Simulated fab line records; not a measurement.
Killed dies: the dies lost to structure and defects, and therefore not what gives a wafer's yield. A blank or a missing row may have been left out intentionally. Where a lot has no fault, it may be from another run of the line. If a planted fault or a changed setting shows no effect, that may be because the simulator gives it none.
A lot that was struck, set against a sound lot + flow n5-finfet + 22 out of 1938 route steps
Sound: the wafers L946.1, L946.3, L946.6. Wafers L957.1, L957.3, L957.4 were the ones struck. At the end, the cause is stated.
At each step with rows: each side's tool, then ch and its chambers, then its first start. Under that, the readings that differ: sound wafers + struck wafers + difference of the means + sigmas: that difference in standard deviations of wafers without a fault.
alike: words and numbers the same on both sides, and readings whose means are apart by under 2 such deviations; not compared: readings that were withheld, readings missing a value for some wafer, numbers with overlapping values and no deviation given by the record, and bounds like >300 which may hide the same value.
A row with sigmas, a row that says differs or no value, or rows on one side alone: a step with any of these is where the two part. Numbers that have no deviation but don't overlap get no sigmas and don't part them. A reading missing from all wafers of one side parts the sides only when that side holds two or more wafers.

N5_BEOL_M1_ANNEAL_87: time 240 s.
  sound on pvd-sputter-03 at day 8 12:56; struck on pvd-sputter-01 at day 11 00:48
  alike: heater-power-w
N5_BEOL_M1_SPUTTER_88: material Cu, target thk 4.5 nm, time 8.29 s.
  sound on pvd-sputter-03 at day 8 13:04; struck on pvd-sputter-01 at day 11 00:56
  alike: chamber-pressure-pa, throttle-valve-pct
N5_BEOL_M1_ANNEAL_89: time 240 s.
  sound on pvd-sputter-03 at day 8 13:09; struck on pvd-sputter-01 at day 11 01:01
  alike: heater-power-w
then, 3 steps without rows for these wafers: N5_BEOL_M1_SPUTTER_90 (material Cu, target thk 4.5 nm, time 8.29 s); N5_BEOL_M1_ANNEAL_91 (time 240 s); N5_BEOL_M1_SPUTTER_92 (material Cu, target thk 4.5 nm, time 8.29 s).
N5_BEOL_M1_ANNEAL_93: time 240 s.
  sound on pvd-sputter-03 at day 8 13:35; struck on pvd-sputter-01 at day 11 01:28
  alike: heater-power-w
then, 2 steps without rows for these wafers: N5_BEOL_M1_SPUTTER_94 (material Cu, target thk 4.5 nm, time 8.29 s); N5_BEOL_M1_ANNEAL_95 (time 240 s).
N5_BEOL_M1_SPUTTER_96: material Cu, target thk 4.5 nm, time 8.29 s.
  sound on pvd-sputter-03 at day 8 13:57; struck on pvd-sputter-01 at day 11 01:49
  alike: chamber-pressure-pa, throttle-valve-pct
then, 2 steps without rows for these wafers: N5_BEOL_M1_ECD_50 (material Cu, target thk 300 nm); N5_BEOL_M1_ANNEAL_51 (time 90 s).
N5_BEOL_M1_CMP_52: polishes, stops on SiOC, t overpolish 6.8 s, target thk 40 nm.
  sound on cmp-02 ch 0,2,3, day 8 14:29; struck on cmp-03 ch 0,2,3, day 11 02:19
  no value came back on the struck wafers for any of 8 readings (barrier-field-endpoint-s (s), clearing-platen-down-force-psi (psi) and others); on the sound wafers barrier-field-endpoint-s (s) reads 25.5 26.6 25.3
| reading                                    | sound          | struck            | difference | sigmas |
|--------------------------------------------|----------------|-------------------|------------|--------|
| model.Cu_of_BEOL_M1_ECD_50.thk-nm (nm)     | 38.6 37.8 38.6 | 300.8 303.4 299.2 | +262.8     |        |
| model.SiO2_of_BEOL_M1_PECVD_72.thk-nm (nm) | 0 0 0          | 15.6 15.8 15.4    | +15.6      |        |
N5_BEOL_M1_THK_MEAS_53: measures by xrf.
  sound on film-metro-02 at day 8 14:44; struck on film-metro-02 at day 11 02:37
| reading     | sound          | struck            | difference | sigmas      |
|-------------|----------------|-------------------|------------|-------------|
| M1_THK (nm) | 38.6 37.4 38.4 | 300.9 305.4 299.8 | +263.9     | +99 or more |
then, 4 steps without rows for these wafers: N5_BEOL_M1_PRE_CLEAN_60 (time 15 s); N5_BEOL_M1_CO_CAP_55 (material Co, precursor CCTBA/H2, target thk 2 nm, time 102.1 s); N5_BEOL_M1_PRE_CLEAN_56 (time 15 s); N5_BEOL_M1_DEP_57 (deposits SiCN from 3MS/NH3, target thk 8 nm, time 14 s).
N5_BEOL_M1_RS_MEAS_58: measurement is done with a four-point probe.
  sound on film-metro-01 at day 8 15:02; struck on film-metro-01 at day 11 02:52
| reading        | sound          | struck         | difference | sigmas |
|----------------|----------------|----------------|------------|--------|
| M1_RS (ohm/sq) | 0.70 0.72 0.70 | 0.06 0.06 0.06 | -0.65      | -14    |
N5_BEOL_M1_INSPECT_59: inspects for defects (darkfield).
  sound on defect-inspect-02 at day 8 15:04; struck on defect-inspect-02 at day 11 02:53
| reading          | sound    | struck         | difference | sigmas |
|------------------|----------|----------------|------------|--------|
| raw-defect-count | 72 81 58 | 1581 1736 1676 | +1594      | +72    |
N5_BEOL_M4_RC_MEAS_101:
  the record has rows for the sound wafers here (prober-01 ch 0, day 10 10:50) and none for the struck ones
-- here the record skips 6 days between the struck wafers' starts before and after, leaving off in module BEOL_M4 and picking up in module PASSIVATION (first step shown: number 1936 of the route) --
N5_PASSIVATION_PROBE_49:
  record: rows for the struck wafers here (prober-01, day 17 07:27), none for the sound ones

WHERE THEY PART
At N5_BEOL_M1_CMP_52 first; at N5_PASSIVATION_PROBE_49 last (within this record only).

WHY: whatever the simulator had introduced
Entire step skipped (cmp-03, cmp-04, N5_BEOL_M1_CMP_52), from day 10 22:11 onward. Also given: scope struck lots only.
